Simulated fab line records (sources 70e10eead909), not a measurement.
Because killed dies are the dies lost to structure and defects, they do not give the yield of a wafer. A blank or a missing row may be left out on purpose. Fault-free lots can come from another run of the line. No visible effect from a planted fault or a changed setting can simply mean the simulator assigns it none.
fab line records	flow nand-harc
record: lots: 11	wafers: 33	last-day: 24
route steps=1159 shown P_BONDPAD@371 END@1159
lots with no fault: from the same line, run without faults
start-h: the number of hours between the record's first day and the start of the first shown wafer of the lot	wait-h: time in hours since the lot's previous step	" same as the row above	L1.1+2: a single row standing in for several wafers	- value missing, or start not given	* or withheld: withheld	< > ~ a bound
route shown NAME@n: names a module that has steps shown in the file, with the first one's number in the route	usual: mean/standard deviation taken from wafers without a fault	same: alike in all rows	chamber/n: place in a boat	sites: each site's reading	_std_site: standard deviation of those values	_edge_site: the outer-site mean with the inner-site mean subtracted	radius-mm: how far each site lies from the wafer's centre	mask NAME#n: copy n	behind: the tool/chamber that last shaped the wafer	hold: reason for holding the lot/hours on hold/outcome of the hold	device: names the non-switching transistor (n, p or np)	end of line: tests of these same wafers at the route's end	a step with no rows: only its recipe	killed: dies that structure and defects cost at the first sort, which is not the same as the wafer's yield	map: the dies of a wafer, with x for killed, . for not killed, _ for no die there
set.NAME: the setting the step ran with; set.NAME@STEP: the setting that earlier step ran with	model.NAME: the simulator's own value behind a step, which no gauge read
steps of the route over a sample of lots; a table a step, a row a wafer
services: from which hour (start-h, from the record's first day; less than 0 if before it) a tool's chamber was out of use, for how many hours, and why
== steps ==
step: NHARC_P_BONDPAD_STRIP_15
recipe: o2-flow-sccm: 500	ar-flow-sccm: 0	bias-w: 0	chemistry: O2
usual: drypump-motor-current-A: 5.9/0.46	mfc-ar-sccm: 0.006/0.0085	oes-product-au: 1.000/0.011	rf-vpp-V: 58.0/0.88	showerhead-plenum-p-Torr: 3.61/0.12	throttle-valve-pct: 17.037/0.0097
lot.wafer	tool	chamber	start-h	wait-h	drypump-motor-current-A	mfc-ar-sccm	oes-product-au	rf-hours-counter-h	rf-vpp-V	showerhead-plenum-p-Torr	throttle-valve-pct
L432.5	rie-diel-10	0	132.08	0.1	6.2	0.030	1.004	-	58.2	3.74	17.024
L432.6	"	2	"	"	6.4	0	0.979	-	57.9	3.66	17.028
L432.4	"	3	"	"	5.9	0.002	1.012	-	57.9	3.30	17.035
L433.1	rie-diel-10	0	143.79	0.1	6.2	0.030	1.014	49	57.5	3.74	17.033
L433.6	"	3	"	"	5.9	0.002	1.012	-	58.5	3.30	17.035
L433.5	"	0	"	"	6.2	0.030	1.004	-	59.5	3.74	17.048
L435.2	rie-diel-08	3	153.24	0.1	5.8	0	0.992	2	58.4	3.72	17.018
L435.4	"	0	"	"	6.2	0.006	0.989	2	57.0	3.54	17.048
L435.1	"	1	"	"	6.3	0	0.997	2	56.8	3.55	17.041
L434.3	rie-diel-08	3	154.11	0.1	5.8	0	0.988	2	57.3	3.72	17.024
L434.6	"	1	"	"	6.3	0	0.999	-	57.1	3.55	17.029
L434.5	"	2	"	"	5.0	0.017	1.017	-	58.0	3.69	17.024
L436.4	rie-diel-08	1	155.12	0.1	6.3	0	1.011	2	57.3	3.55	17.054
L436.5	"	3	"	"	5.8	0	0.985	-	59.9	3.72	17.033
L436.6	"	0	"	"	6.1	0.006	0.983	-	58.2	3.54	17.051
L438.3	rie-diel-08	3	166.33	0.1	5.8	0	0.991	3	59.5	3.72	17.029
L438.5	"	3	"	"	5.8	0	1.009	-	58.2	3.72	17.043
L438.6	"	0	"	"	6.1	0.006	0.981	-	58.1	3.54	17.048
L440.4	rie-diel-08	1	179.63	0.1	6.3	0	1.008	3	56.2	3.55	17.038
L440.6	"	0	"	"	6.1	0.006	0.995	-	56.9	3.54	17.042
L440.5	"	1	"	"	6.3	0	1.004	-	58.3	3.55	17.054
L452.2	rie-diel-08	1	253.17	0.1	6.2	0	1.007	10	58.4	3.54	17.037
L452.1	"	2	"	"	5.0	0.017	1.018	11	57.6	3.68	17.018
L452.4	"	0	"	"	6.1	0.006	0.997	11	56.8	3.53	17.030
L453.4	rie-diel-08	2	257.66	0.1	5.0	0.017	1.008	12	57.8	3.68	17.034
L453.3	"	1	"	"	6.3	0	0.995	11	57.8	3.54	17.029
L453.6	"	2	"	"	5.0	0.017	1.015	-	59.0	3.68	17.044
L454.1	rie-diel-08	0	258.98	0.1	6.1	0.006	1.005	12	58.7	3.53	17.017
L454.2	"	2	"	"	5.0	0.017	1.010	12	59.4	3.68	17.050
L454.6	"	0	"	"	6.1	0.006	0.995	-	57.0	3.53	17.023
L455.1	rie-diel-08	0	271.13	0.1	6.1	0.006	1.001	13	58.1	3.53	17.040
L455.2	"	1	"	"	6.3	0	0.999	12	58.3	3.54	17.041
L455.4	"	2	"	"	5.0	0.017	1.013	13	58.5	3.68	17.040
step: NHARC_P_BONDPAD_ETCH_24
recipe: target-depth-a: 300	over-etch-frac: 0.3	time-s: 72.99	ion-energy-ev: 150	cf4-flow-sccm: 50	n2-flow-sccm: 100	ar-flow-sccm: 150	rf-w: 300	bias-w: 100	chemistry: CF4/N2
usual: drypump-motor-current-A: 5.8/0.47	mfc-ar-sccm: 150.0/0.48	n2-flow-sccm: 100.06/0.27	oes-product-au: 0.997/0.0099	rf-vpp-V: 315.2/1.6	showerhead-plenum-p-Torr: 2.69/0.091	throttle-valve-pct: 19.793/0.0088
lot.wafer	tool	chamber	start-h	wait-h	drypump-motor-current-A	mfc-ar-sccm	n2-flow-sccm	oes-product-au	rf-hours-counter-h	rf-vpp-V	showerhead-plenum-p-Torr	throttle-valve-pct
L432.5	rie-diel-10	0	132.23	0.1	6.2	149.7	99.77	0.997	-	316.0	2.78	19.794
L432.6	"	2	"	"	6.4	150.5	99.83	0.982	-	315.6	2.73	19.799
L432.4	"	3	"	"	5.9	149.9	99.81	0.993	-	312.6	2.46	19.810
L433.1	rie-diel-10	3	144.00	-	5.9	150.6	99.78	1.006	49	312.2	2.45	19.797
L433.6	"	0	"	"	6.2	150.4	100.03	1.012	-	316.2	2.78	19.799
L433.5	"	1	"	"	5.7	150.3	100.18	1.015	-	310.0	2.44	19.793
L435.1	rie-diel-08	2	153.39	-	5.0	149.5	100.14	1.010	2	315.3	2.75	19.791
L435.4	"	0	"	"	6.1	150.5	99.92	0.991	2	313.8	2.63	19.784
L435.2	"	1	"	"	6.2	149.1	99.58	0.999	2	315.2	2.64	19.784
L434.3	rie-diel-08	2	154.24	-	5.0	149.4	100.19	1.013	2	317.8	2.75	19.809
L434.5	"	1	"	"	6.3	150.1	99.96	1.006	-	316.0	2.64	19.798
L434.6	"	2	"	"	5.0	150.2	99.79	1.008	-	317.4	2.75	19.793
L436.4	rie-diel-08	2	155.25	-	5.0	150.0	100.36	1.011	2	315.6	2.75	19.816
L436.5	"	0	"	"	6.1	150.6	100.46	0.993	-	313.9	2.63	19.799
L436.6	"	1	"	"	6.3	149.7	100.40	1.007	-	315.2	2.64	19.799
L438.3	rie-diel-08	0	166.53	0.2	6.2	149.7	100.26	0.988	3	314.2	2.63	19.790
L438.6	"	1	"	"	6.2	150.0	99.83	0.990	-	313.5	2.64	19.784
L438.5	"	3	"	"	5.8	150.2	100.55	0.994	-	316.2	2.77	19.791
L440.4	rie-diel-08	0	179.78	-	6.1	150.3	100.41	0.856	3	312.9	2.63	19.784
L440.5	"	1	"	"	6.3	150.0	100.05	0.853	-	315.2	2.64	19.795
L440.6	"	2	"	"	5.0	150.5	100.17	1.014	-	315.1	2.75	19.800
L452.4	rie-diel-08	3	253.32	-	5.8	150.7	100.55	0.982	12	315.7	2.77	19.802
L452.2	"	0	"	"	6.1	150.2	100.21	0.988	11	314.1	2.63	19.779
L452.1	"	2	"	"	5.0	149.8	100.05	1.006	11	315.6	2.74	19.793
L453.3	rie-diel-08	0	257.81	-	6.1	150.1	100.04	0.988	12	313.7	2.63	19.792
L453.4	"	2	"	"	5.0	150.7	100.42	1.004	12	315.2	2.74	19.782
L453.6	"	0	"	"	6.1	150.3	100.18	1.000	-	314.0	2.63	19.802
L454.1	rie-diel-08	1	259.12	-	6.3	150.6	100.35	0.989	11	314.0	2.64	19.793
L454.2	"	3	"	"	5.8	148.9	100.06	0.991	12	317.8	2.77	19.806
L454.6	"	1	"	"	6.2	150.5	99.77	0.996	-	314.0	2.64	19.812
L455.1	rie-diel-08	1	271.26	-	6.3	150.4	99.82	0.985	12	315.3	2.64	19.803
L455.2	"	3	"	"	5.8	150.2	100.43	0.987	13	317.0	2.77	19.799
L455.4	"	0	"	"	6.1	150.1	99.97	0.990	13	314.1	2.63	19.794
step: NHARC_P_BONDPAD_PVD_17
recipe: target-thk-a: 50	bias-v: 168.6	power-w: 15000	chamber-pressure-pa: 0.12	time-s: 8.06	substrate-temp-c: 50	material: TaN
usual: throttle-valve-pct: 30.1/0.89
lot.wafer	tool	chamber	start-h	wait-h	throttle-valve-pct
L432.4	pvd-sputter-01	-	-	-	30.8
L432.6	"	-	"	"	30.7
L432.5	"	-	"	"	32.0
L433.1	pvd-sputter-01	-	-	-	31.9
L433.5	"	-	"	"	29.6
L433.6	"	-	"	"	30.7
L435.1	pvd-sputter-03	-	-	-	30.6
L435.2	"	-	"	"	29.8
L435.4	"	-	"	"	29.9
L434.3	pvd-sputter-02	-	-	-	29.4
L434.6	"	-	"	"	29.7
L434.5	"	-	"	"	30.5
L436.4	pvd-sputter-02	-	-	-	29.7
L436.5	"	-	"	"	30.1
L436.6	"	-	"	"	29.1
L438.3	pvd-sputter-02	-	-	-	29.8
L438.6	"	-	"	"	30.2
L438.5	"	-	"	"	29.1
L440.4	pvd-sputter-01	-	-	-	29.7
L440.5	"	-	"	"	32.2
L440.6	"	-	"	"	29.8
L452.4	pvd-sputter-03	-	-	-	28.5
L452.2	"	-	"	"	29.8
L452.1	"	-	"	"	29.7
L453.3	pvd-sputter-01	-	-	-	30.0
L453.4	"	-	"	"	29.9
L453.6	"	-	"	"	29.5
L454.2	pvd-sputter-01	-	-	-	29.7
L454.1	"	-	"	"	29.9
L454.6	"	-	"	"	32.5
L455.2	pvd-sputter-02	-	-	-	29.3
L455.4	"	-	"	"	30.3
L455.1	"	-	"	"	30.9
step: NHARC_P_BONDPAD_CMP_19
recipe: t-overpolish-s: 30	cu-recess-touch-s: 16	target-thk-nm: 160.81
usual: motor-current-A: 12.3/1.5	overpolish-run-s: 30.000/0.01	retaining-ring-pressure-frac: 1.000/0.0057
lot.wafer	tool	chamber	start-h	wait-h	motor-current-A	overpolish-run-s	retaining-ring-pressure-frac
L432.4	cmp-03	3	133.70	-	9.6	29.996	1.005
L432.6	"	3	"	"	10.0	29.976	1.000
L432.5	"	0	"	"	12.4	30.001	0.999
L433.1	cmp-03	1	145.59	-	15.6	29.987	0.994
L433.5	"	2	"	"	13.2	30.002	0.999
L433.6	"	3	"	"	9.6	30.005	0.999
L435.4	cmp-03	1	154.94	-	14.4	29.996	1.004
L435.2	"	2	"	"	13.6	29.989	1.000
L435.1	"	3	"	"	9.9	30.011	1.001
L434.3	cmp-01	1	155.80	-	11.7	29.985	0.997
L434.6	"	2	"	"	12.8	30.009	1.004
L434.5	"	3	"	"	10.8	30.020	0.996
L436.4	cmp-01	0	156.79	-	14.9	30.005	1.004
L436.6	"	2	"	"	11.8	30.000	1.004
L436.5	"	3	"	"	11.2	29.985	0.999
L438.3	cmp-02	2	168.10	-	11.3	29.993	1.000
L438.5	"	3	"	"	11.9	30.002	1.005
L438.6	"	0	"	"	14.0	30.018	1.000
L440.4	cmp-02	3	181.31	-	12.3	30.016	0.999
L440.5	"	2	"	"	11.5	30.000	0.992
L440.6	"	3	"	"	12.6	29.994	0.992
L452.1	cmp-01	1	254.93	-	12.0	30.003	1.005
L452.4	"	2	"	"	12.4	30.000	0.990
L452.2	"	3	"	"	11.3	29.993	0.987
L453.4	cmp-03	0	259.29	-	12.7	30.009	1.015
L453.3	"	3	"	"	9.6	29.997	0.995
L453.6	"	1	"	"	14.4	30.019	0.996
L454.1	cmp-01	0	260.59	-	14.7	30.002	0.990
L454.2	"	1	"	"	11.6	30.004	0.993
L454.6	"	0	"	"	14.1	30.004	0.997
L455.1	cmp-02	3	277.11	-	12.8	30.011	1.003
L455.4	"	0	"	"	13.4	30.008	1.012
L455.2	"	1	"	"	10.1	29.985	1.006
step: NHARC_END_SORT_01
recipe: temp-c: 25
usual: defect-limited-yield: 95.4/1.5	killed-at-array: 28/10	killed-at-other: 0.5/0.82	killed-at-periphery: 3.4/2.2	killed-dies: 31/10	killed-open: 3.4/1.9	killed-short: 1.9/1.3	sort_bin_2_pct: 1.5/0.6	sort_bin_3_pct: 0.29/0.24	sort_bin_4_pct: 2.9/0.97	sort-n-pass: 646/10	sort-rim-yield-pct: 94.7/3	sort-yield-pct: 95.4/1.5
same: gross-dies: 677	sort_bin_5_pct[%]: 0	sort_bin_6_pct[%]: 0	sort_bin_7_pct[%]: 0	sort_bin_8_pct[%]: 0	sort-rim-n-gross: 106.00
lot.wafer	tool	chamber	start-h	wait-h	defect-limited-yield[%]	killed-at-array	killed-at-other	killed-at-periphery	killed-dies	killed-open	killed-short	sort_bin_2_pct[%]	sort_bin_3_pct[%]	sort_bin_4_pct[%]	sort-n-pass	sort-rim-yield-pct[%]	sort-yield-pct[%]
L432.4	prober-01	0	459.55	3.4	97.0	18	0	2	20	3	2	1.2	0	1.8	657	95.3	97.0
L432.5	prober-01	0	460.35	3.7	96.2	21	0	5	26	1	2	1.2	0.30	2.4	651	93.4	96.2
L432.6	prober-01	0	461.14	4.0	96.5	18	3	3	24	2	3	1.2	0.44	1.9	653	95.3	96.5
L434.3	prober-02	0	467.87	3.1	96.2	17	1	8	26	2	0	1.2	0	2.7	651	96.2	96.2
L434.5	prober-02	0	469.45	3.7	95.6	21	0	9	30	3	0	1.5	0.30	2.7	647	92.5	95.6
L434.6	prober-02	0	470.24	4.0	95.3	23	0	9	32	5	1	1.8	0.30	2.7	645	98.1	95.3
L435.1	prober-01	0	472.75	2.5	97.2	15	0	4	19	2	3	1.2	0	1.6	658	98.1	97.2
L435.2	prober-01	0	473.55	2.8	96.2	23	0	3	26	3	1	1.3	0.15	2.4	651	93.4	96.2
L435.4	prober-01	0	475.15	3.4	97.2	14	1	4	19	2	3	0.9	0	1.9	658	99.1	97.2
L433.1	prober-02	0	473.99	2.5	96.8	16	0	6	22	4	2	0.6	0.30	2.4	655	98.1	96.8
L433.5	prober-02	0	477.21	3.7	95.4	25	0	6	31	6	3	1.0	0.30	3.2	646	92.5	95.4
L433.6	prober-02	0	478.01	4.0	96.0	24	0	3	27	3	2	1.2	0.30	2.5	650	95.3	96.0
L436.4	prober-01	0	490.56	3.4	94.2	34	2	3	39	4	4	2.1	0.74	3.0	638	95.3	94.2
L436.5	prober-01	0	491.36	3.7	94.8	27	1	7	35	4	4	1.6	0	3.5	642	93.4	94.8
L436.6	prober-01	0	492.16	4.0	96.2	19	1	6	26	3	0	0.9	0.15	2.8	651	98.1	96.2
L438.3	prober-02	0	501.09	3.1	96.8	18	0	4	22	4	2	0.9	0	2.4	655	95.3	96.8
L438.5	prober-02	0	502.68	3.7	97.3	18	0	0	18	5	1	1.2	0	1.5	659	96.2	97.3
L438.6	prober-02	0	503.48	4.0	98.1	11	0	2	13	3	3	0.7	0	1.2	664	97.2	98.1
L440.4	prober-01	0	501.82	3.4	96.3	22	0	3	25	1	2	1.0	0.44	2.2	652	91.5	96.3
L440.5	prober-01	0	502.62	3.7	96.8	17	2	3	22	2	3	1.0	0.15	2.1	655	92.5	96.8
L440.6	prober-01	0	503.42	4.0	95.9	27	1	0	28	2	2	1.0	0	3.1	649	100.0	95.9
L454.1	prober-02	0	562.94	2.5	95.0	31	0	3	34	4	0	1.5	0.15	3.4	643	96.2	95.0
L454.2	prober-02	0	563.74	2.8	94.4	34	3	1	38	3	5	1.6	0.15	3.8	639	90.6	94.4
L454.6	prober-02	0	566.94	4.0	95.9	22	0	6	28	6	4	1.0	0.59	2.5	649	93.4	95.9
L452.1	prober-01	0	569.14	2.5	92.9	45	0	3	48	4	1	2.2	0	4.9	629	96.2	92.9
L452.2	prober-01	0	569.94	2.8	95.1	32	0	1	33	0	1	2.2	0.15	2.5	644	91.5	95.1
L452.4	prober-01	0	571.55	3.4	94.8	31	0	4	35	3	1	2.2	0.44	2.5	642	94.3	94.8
L453.3	prober-02	0	574.74	3.1	92.2	50	1	2	53	3	2	2.7	0.74	4.4	624	91.5	92.2
L453.4	prober-02	0	575.55	3.4	94.2	33	3	3	39	2	3	2.1	0	3.7	638	94.3	94.2
L453.6	prober-02	0	577.16	4.0	91.0	57	2	2	61	5	1	2.7	0.89	5.5	616	97.2	91.0
L455.1	prober-01	0	576.97	2.5	94.8	28	2	5	35	6	3	1.3	0.15	3.7	642	93.4	94.8
L455.2	prober-01	0	577.78	2.8	93.1	46	0	1	47	2	3	2.7	0	4.3	630	97.2	93.1
L455.4	prober-01	0	579.38	3.4	93.5	39	2	3	44	5	1	1.0	0.44	5.0	633	97.2	93.5
killed by level:class
L432.4 A_SLIT:chamber-film-flake=8 A_CONTACT:chamber-film-flake=2 A_ONON_D1:geometric-particle:open=1 A_CHANNEL_HOLE_D1:geometric-particle:short=1 A_CHANNEL_FILL_D1:geometric-particle:open=1 A_SGD_CUT:geometric-particle:open=1 A_CONTACT:geometric-particle:short=1 P_M1:chamber-film-flake=1
L432.5 A_SLIT:chamber-film-flake=7 A_STAIRCASE:chamber-film-flake=6 P_GATE:chamber-film-flake=3 A_CONTACT:chamber-film-flake=3 A_ZERO_WELL:chamber-film-flake=2 P_M1:geometric-particle:open=1 A_ONON_D1:geometric-particle:short=1 A_CONTACT:geometric-particle:short=1
L432.6 A_SLIT:chamber-film-flake=7 THIN_TSV:chamber-film-flake=3 P_BONDPAD:chamber-film-flake=2 A_CHANNEL_HOLE_D1:chamber-film-flake=2 A_STAIRCASE:chamber-film-flake=2 A_CONTACT:chamber-film-flake=2 P_STI:geometric-particle:short=1 A_CHANNEL_FILL_D1:geometric-particle:short=1
L434.3 A_CHANNEL_HOLE_D1:chamber-film-flake=7 P_STI:chamber-film-flake=5 A_STAIRCASE:chamber-film-flake=4 P_CONTACT:chamber-film-flake=2 A_SLIT:chamber-film-flake=2 A_CONTACT:chamber-film-flake=2 A_SOURCE_PLATE:geometric-particle:open=1 A_M1:geometric-particle:open=1
L434.5 A_CHANNEL_HOLE_D1:chamber-film-flake=7 P_STI:chamber-film-flake=5 A_STAIRCASE:chamber-film-flake=5 A_ZERO_WELL:chamber-film-flake=3 P_GATE:chamber-film-flake=2 A_SLIT:chamber-film-flake=2 A_CONTACT:chamber-film-flake=2 P_M0:geometric-particle:open=1
L434.6 A_CHANNEL_HOLE_D1:chamber-film-flake=13 P_STI:chamber-film-flake=4 A_STAIRCASE:chamber-film-flake=3 A_CONTACT:geometric-particle:open=2 P_CONTACT:chamber-film-flake=2 A_CONTACT:chamber-film-flake=2 P_CONTACT:geometric-particle:open=1 P_M0:geometric-particle:open=1
L435.1 A_CONTACT:chamber-film-flake=6 P_CONTACT:chamber-film-flake=4 A_CHANNEL_HOLE_D1:chamber-film-flake=3 A_WL_FILL:geometric-particle:short=2 A_WL_FILL:geometric-particle:open=1 A_CONTACT:geometric-particle:short=1 A_BLC:geometric-particle:open=1 A_STAIRCASE:chamber-film-flake=1
L435.2 A_CONTACT:chamber-film-flake=5 P_CONTACT:chamber-film-flake=3 A_CHANNEL_FILL_D1:chamber-film-flake=3 A_SLIT:chamber-film-flake=3 A_WL_FILL:chamber-film-flake=3 A_ZERO_WELL:chamber-film-flake=2 A_CHANNEL_HOLE_D1:chamber-film-flake=2 A_ONON_D1:geometric-particle:open=1
L433.1 A_CHANNEL_HOLE_D1:chamber-film-flake=11 P_M0:geometric-particle:open=2 P_GATE:geometric-particle:open=1 P_M0:geometric-particle:short=1 A_CHANNEL_FILL_D1:geometric-particle:short=1 A_M0:geometric-particle:open=1 P_STI:chamber-film-flake=1 P_GATE:chamber-film-flake=1
L435.4 A_CHANNEL_HOLE_D1:chamber-film-flake=3 A_CONTACT:chamber-film-flake=3 P_CONTACT:chamber-film-flake=2 A_CHANNEL_FILL_D1:chamber-film-flake=2 P_CONTACT:geometric-particle:open=1 A_ONON_D1:geometric-particle:short=1 A_CHANNEL_FILL_D1:geometric-particle:short=1 A_CHANNEL_FILL_D1:geometric-particle:open=1
L433.5 A_CHANNEL_HOLE_D1:chamber-film-flake=13 A_ONON_D1:geometric-particle:open=2 A_CHANNEL_HOLE_D1:geometric-particle:short=2 A_M0:geometric-particle:open=2 P_BONDPAD:chamber-film-flake=2 A_WL_FILL:chamber-film-flake=2 P_CONTACT:geometric-particle:open=1 P_M0:geometric-particle:open=1
L433.6 A_CHANNEL_HOLE_D1:chamber-film-flake=14 A_STAIRCASE:chamber-film-flake=2 A_CONTACT:chamber-film-flake=2 P_GATE:geometric-particle:open=1 P_CONTACT:geometric-particle:open=1 A_CHANNEL_FILL_D1:geometric-particle:open=1 A_CHANNEL_FILL_D1:geometric-particle:short=1 A_CONTACT:geometric-particle:short=1
L436.4 A_SLIT:chamber-film-flake=8 A_CONTACT:chamber-film-flake=7 A_CHANNEL_HOLE_D1:chamber-film-flake=6 A_CHANNEL_FILL_D1:chamber-film-flake=4 A_WL_FILL:geometric-particle:short=2 P_ZERO_WELL:chamber-film-flake=2 A_STAIRCASE:chamber-film-flake=2 P_M0:geometric-particle:open=1
L436.5 A_CONTACT:chamber-film-flake=10 A_SLIT:chamber-film-flake=7 P_ZERO_WELL:chamber-film-flake=5 A_STAIRCASE:chamber-film-flake=2 P_M1:geometric-particle:short=1 A_CHANNEL_HOLE_D1:geometric-particle:open=1 A_CHANNEL_HOLE_D1:geometric-particle:short=1 A_CHANNEL_FILL_D1:geometric-particle:open=1
L436.6 A_SLIT:chamber-film-flake=10 P_ZERO_WELL:chamber-film-flake=4 A_CONTACT:chamber-film-flake=3 A_STAIRCASE:chamber-film-flake=2 P_CONTACT:geometric-particle:open=1 A_CHANNEL_FILL_D1:geometric-particle:open=1 A_M1:geometric-particle:open=1 P_BONDPAD:chamber-film-flake=1
L438.3 A_CONTACT:chamber-film-flake=4 A_M1:chamber-film-flake=4 A_CHANNEL_HOLE_D1:chamber-film-flake=3 A_M0:geometric-particle:open=2 P_STI:chamber-film-flake=2 A_STAIRCASE:chamber-film-flake=2 P_M0:geometric-particle:open=1 A_ONON_D1:geometric-particle:short=1
L440.4 A_SLIT:chamber-film-flake=7 A_STAIRCASE:chamber-film-flake=6 A_CHANNEL_HOLE_D1:chamber-film-flake=3 A_CONTACT:chamber-film-flake=3 P_STI:geometric-particle:short=1 P_M0:geometric-particle:open=1 A_M0:geometric-particle:short=1 P_ZERO_WELL:chamber-film-flake=1
L440.5 A_SLIT:chamber-film-flake=5 A_CHANNEL_HOLE_D1:chamber-film-flake=3 A_M1:chamber-film-flake=3 P_M0:geometric-particle:open=1 A_WL_FILL:geometric-particle:short=1 A_CONTACT:geometric-particle:open=1 A_M0:geometric-particle:short=1 P_ZERO_WELL:chamber-film-flake=1
L438.5 A_STAIRCASE:chamber-film-flake=5 A_CONTACT:chamber-film-flake=3 A_BLC:geometric-particle:open=2 A_M1:geometric-particle:open=2 A_CHANNEL_HOLE_D1:chamber-film-flake=2 A_M1:chamber-film-flake=2 A_CHANNEL_FILL_D1:geometric-particle:open=1 A_SGD_CUT:geometric-particle:short=1
L440.6 A_SLIT:chamber-film-flake=15 A_CHANNEL_HOLE_D1:chamber-film-flake=3 A_STAIRCASE:chamber-film-flake=2 A_WL_FILL:chamber-film-flake=2 A_CHANNEL_FILL_D1:geometric-particle:open=1 A_CHANNEL_FILL_D1:geometric-particle:short=1 A_M0:geometric-particle:open=1 STARTING-WAFER:geometric-particle:short=1
L438.6 A_STAIRCASE:chamber-film-flake=3 A_CONTACT:chamber-film-flake=2 P_M1:geometric-particle:open=1 A_SOURCE_PLATE:geometric-particle:open=1 A_CHANNEL_FILL_D1:geometric-particle:short=1 A_WL_FILL:geometric-particle:short=1 A_WL_FILL:geometric-particle:open=1 A_CONTACT:geometric-particle:short=1
L454.1 A_SLIT:chamber-film-flake=21 A_CHANNEL_HOLE_D1:chamber-film-flake=4 A_CONTACT:geometric-particle:open=3 P_ZERO_WELL:chamber-film-flake=2 A_WL_FILL:chamber-film-flake=2 A_M0:geometric-particle:open=1 P_GATE:chamber-film-flake=1
L454.2 A_SLIT:chamber-film-flake=12 A_CHANNEL_HOLE_D1:chamber-film-flake=8 A_WL_FILL:geometric-particle:short=3 THIN_TSV:chamber-film-flake=3 A_M0:geometric-particle:open=2 A_STAIRCASE:chamber-film-flake=2 A_WL_FILL:chamber-film-flake=2 A_CONTACT:chamber-film-flake=2
L454.6 A_SLIT:chamber-film-flake=7 A_CHANNEL_HOLE_D1:chamber-film-flake=6 P_GATE:chamber-film-flake=3 A_ONON_D1:geometric-particle:open=2 A_STAIRCASE:chamber-film-flake=2 P_GATE:geometric-particle:short=1 P_GATE:geometric-particle:open=1 P_M0:geometric-particle:open=1
L452.1 A_CHANNEL_HOLE_D1:chamber-film-flake=21 A_STAIRCASE:chamber-film-flake=7 A_CONTACT:chamber-film-flake=7 A_M0:chamber-film-flake=5 A_WL_FILL:chamber-film-flake=2 P_GATE:geometric-particle:open=1 P_CONTACT:geometric-particle:short=1 P_BONDPAD:geometric-particle:open=1
L452.2 A_CHANNEL_HOLE_D1:chamber-film-flake=18 A_STAIRCASE:chamber-film-flake=5 A_CONTACT:chamber-film-flake=4 A_WL_FILL:chamber-film-flake=3 A_BLC:geometric-particle:short=1 P_GATE:chamber-film-flake=1 A_M0:chamber-film-flake=1
L452.4 A_CHANNEL_HOLE_D1:chamber-film-flake=12 A_STAIRCASE:chamber-film-flake=7 A_CONTACT:chamber-film-flake=4 A_M0:chamber-film-flake=3 A_SLIT:chamber-film-flake=2 A_WL_FILL:chamber-film-flake=2 P_GATE:geometric-particle:open=1 P_CONTACT:geometric-particle:short=1
L453.3 A_CHANNEL_HOLE_D1:chamber-film-flake=23 A_SLIT:chamber-film-flake=20 A_CONTACT:chamber-film-flake=3 P_CONTACT:geometric-particle:open=1 P_M2:geometric-particle:short=1 A_ONON_D1:geometric-particle:open=1 A_M0:geometric-particle:open=1 A_M1:geometric-particle:short=1
L453.4 A_CHANNEL_HOLE_D1:chamber-film-flake=16 A_SLIT:chamber-film-flake=8 A_CONTACT:chamber-film-flake=4 THIN_TSV:chamber-film-flake=3 A_STAIRCASE:chamber-film-flake=2 P_GATE:geometric-particle:open=1 P_CONTACT:geometric-particle:open=1 P_CONTACT:geometric-particle:short=1
L455.1 A_SLIT:chamber-film-flake=11 A_CONTACT:chamber-film-flake=8 A_CONTACT:geometric-particle:open=3 P_GATE:chamber-film-flake=3 A_ONON_D1:geometric-particle:short=2 THIN_TSV:chamber-film-flake=2 P_GATE:geometric-particle:open=1 P_CONTACT:geometric-particle:open=1
L453.6 A_CHANNEL_HOLE_D1:chamber-film-flake=24 A_SLIT:chamber-film-flake=22 A_CONTACT:chamber-film-flake=4 A_WL_FILL:geometric-particle:open=2 THIN_TSV:chamber-film-flake=2 P_GATE:geometric-particle:open=1 P_CONTACT:geometric-particle:open=1 A_CHANNEL_FILL_D1:geometric-particle:open=1
L455.2 A_SLIT:chamber-film-flake=26 A_CHANNEL_HOLE_D1:chamber-film-flake=7 A_CONTACT:chamber-film-flake=5 A_CHANNEL_FILL_D1:geometric-particle:short=2 A_STAIRCASE:chamber-film-flake=2 A_ONON_D1:geometric-particle:open=1 A_CHANNEL_FILL_D1:geometric-particle:open=1 A_M1:geometric-particle:short=1
L455.4 A_SLIT:chamber-film-flake=20 A_CHANNEL_HOLE_D1:chamber-film-flake=10 A_CONTACT:chamber-film-flake=6 P_GATE:geometric-particle:open=1 P_CONTACT:geometric-particle:open=1 A_CHANNEL_HOLE_D1:geometric-particle:open=1 A_SGD_CUT:geometric-particle:open=1 A_SLIT:geometric-particle:short=1
== services ==
tool	chamber	start-h	hours	kind
cmp-03	-	115.39	3.5	repair
cmp-02	-	124.01	1.4	repair
rie-diel-08	0	124.85	9.0	vent-cycle
rie-diel-08	1	124.85	9.0	vent-cycle
rie-diel-10	1	128.80	7.5	repair
cmp-01	-	129.60	12.6	repair
cmp-02	-	134.73	4.0	pm
cmp-03	-	156.43	4.0	pm
pvd-sputter-01	-	158.10	10.0	pm
cmp-03	-	162.41	1.1	repair
rie-diel-08	2	164.44	5.3	repair
rie-diel-10	-	176.53	9.0	pm
cmp-01	-	183.30	4.0	pm
rie-diel-08	1	187.94	7.2	repair
rie-diel-10	2	188.52	8.1	repair
cmp-01	-	199.74	0.4	repair
cmp-03	-	209.43	0.3	repair
pvd-sputter-02	-	214.01	10.0	pm
cmp-02	-	227.41	0.3	repair
rie-diel-10	0	232.39	22.6	repair
cmp-02	-	232.73	4.0	pm
cmp-02	-	241.12	0.6	repair
rie-diel-08	-	245.89	0.8	repair
cmp-03	-	254.43	4.0	pm
== key ==
first-sign: step: NHARC_P_BONDPAD_ETCH_24	reading: oes-product-au	direction: down	sigmas: 14	usual: 0.997	struck: 0.855
effect none on later readings
met-at NHARC_P_BONDPAD_ETCH_24
struck-lots L440
struck-wafers L440.4,L440.5
not-acting-at NHARC_P_BONDPAD_STRIP_15,NHARC_P_BONDPAD_PVD_17,NHARC_P_BONDPAD_CMP_19
onset-between 166.53 179.78
fault: kind: process-parameter-drift	tool: rie-diel-08	chamber: -	onset-h: 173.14	steps: NHARC_P_BONDPAD_ETCH_24	channel: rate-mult	offset: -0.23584	shape: step	end-h: 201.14	scope: struck-wafers-only
